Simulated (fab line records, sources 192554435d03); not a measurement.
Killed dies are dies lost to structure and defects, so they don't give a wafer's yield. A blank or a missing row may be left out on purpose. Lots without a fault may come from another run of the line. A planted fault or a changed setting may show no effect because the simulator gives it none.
Chamber matching | flow n5_finfet | N5_BEOL_M7_VIA_ETCH_34 on rie_diel-02: 4 sister chambers
The step etches SiCOH lowk in C4F6/O2, target depth 125.5 nm, time 50.5 s. 4 wafers are shown with their chamber, then 9 later ones without.

WAFERS WITH THEIR CHAMBER
wafer  | chamber | rf_vpp_V (V)
L088.2 | 3       | 644
L091.2 | 2       | 635
L091.3 | 0       | 662
L091.5 | 1       | 684

WAFERS WITHOUT THEIR CHAMBER
wafer  | rf_vpp_V (V)
L092.1 | 662
L092.4 | 646
L092.6 | 661
L095.1 | 644
L095.5 | 683
L095.6 | 636
L097.3 | 636
L097.4 | 647
L097.6 | 662

WHICH CHAMBER EACH WENT THROUGH
wafer  | from the rows above | in truth
L092.1 | 0                   | 0
L092.4 | 3                   | 3
L092.6 | 0                   | 0
L095.1 | 3                   | 3
L095.5 | 1                   | 1
L095.6 | 2                   | 2
L097.3 | 2                   | 2
L097.4 | 3                   | 3
L097.6 | 0                   | 0
Placed correctly: 9 of 9. Can't be placed from these rows: 0. Placed wrongly: 0.
How it was worked out, from the rows above alone: a wafer's distance from a chamber is the root of the sum, over the readings, of the square of ((its reading less the chamber's mean) divided by the reading's scatter). The wafer belongs to the nearest chamber; if the next one is less than 2 further off, it can't be placed. A chamber's mean is the mean of its shown wafers. The scatter: with one shown wafer a chamber, the root of the mean of the squares of how far each hidden wafer lies from its nearest shown one.
